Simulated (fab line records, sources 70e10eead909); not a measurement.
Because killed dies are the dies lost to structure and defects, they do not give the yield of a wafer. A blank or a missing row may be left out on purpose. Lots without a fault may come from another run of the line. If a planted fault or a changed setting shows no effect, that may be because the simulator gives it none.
Matching of chambers    flow nandHarc    4 sister chambers for NHARC_P_BONDPAD_ETCH_37 on rieDiel-04
The step etches the open film in N2/H2, target depth 60 nm, overetch 18 nm, time 65.91 s. 22 wafers are shown with their chamber, then 11 later ones without.

## WAFERS, EACH WITH ITS CHAMBER
wafer   chamber  showerheadPlenumPTorr (Torr)  rfVppV (V)  rfFwdPowerW (W)
L076.1  0        2.19                          435.1       393.6
L076.2  2        2.21                          434.3       396.1
L076.5  3        2.01                          430.9       395.2
L078.2  0        2.19                          433.9       393.7
L078.5  1        2.17                          433.9       395.7
L078.6  0        2.19                          434.9       394.8
L080.1  0        2.19                          435.8       395.1
L080.4  1        2.17                          434.3       397.9
L080.5  0        2.19                          435.3       395.5
L086.1  2        2.20                          434.5       396.2
L086.2  0        2.19                          432.7       396.3
L086.6  0        2.19                          432.8       394.7
L084.2  0        2.19                          435.3       393.5
L084.4  2        2.20                          433.4       398.4
L084.6  3        2.01                          428.6       396.5
L085.3  3        2.01                          428.9       397.5
L085.4  1        2.17                          434.0       396.6
L085.5  1        2.17                          433.9       397.3
L087.2  0        2.19                          433.7       394.0
L087.3  2        2.20                          435.9       395.7
L087.5  1        2.17                          434.9       394.8
L092.2  2        2.20                          435.8       397.9

SIGNATURES (means of the wafers above)
reading                chamber 0  chamber 1  chamber 2  chamber 3  scatter within a chamber
showerheadPlenumPTorr  2.1900     2.1700     2.2020     2.0100     0.00211
rfVppV                 434.389    434.200    434.780    429.467    1.02
rfFwdPowerW            394.578    396.460    396.860    396.400    1.11
Rule: distance of a wafer from a chamber = root of the sum over the readings of ((wafer's reading minus chamber's mean) / reading's scatter) squared. The wafer belongs to the nearest chamber; if the next one is less than 2 further off, it can't be placed. How the scatter is found: for the shown wafers, subtract from each reading the mean of its chamber, square and add these, divide the total by (wafers less chambers), then take the root.

## WAFERS WHOSE CHAMBER IS MISSING
wafer   showerheadPlenumPTorr (Torr)  rfVppV (V)  rfFwdPowerW (W)
L092.4  2.19                          434.4       393.1
L092.5  2.01                          429.3       396.7
L093.3  2.20                          435.4       396.8
L093.4  2.17                          434.1       398.0
L093.6  2.01                          428.2       396.3
L095.1  2.17                          434.3       396.4
L095.4  2.01                          428.6       394.3
L095.5  2.19                          434.3       395.7
L097.2  2.19                          435.4       394.6
L097.3  2.17                          434.7       394.8
L097.5  2.17                          433.9       395.1

## WHICH CHAMBER EACH ONE RAN IN
wafer   from the rows above  in truth
L092.4  0                    0
L092.5  3                    3
L093.3  2                    2
L093.4  1                    1
L093.6  3                    3
L095.1  1                    1
L095.4  3                    3
L095.5  0                    0
L097.2  0                    0
L097.3  1                    1
L097.5  1                    1
11 of 11 placed correctly. Number that these rows cannot place: 0. Placed wrongly: 0.
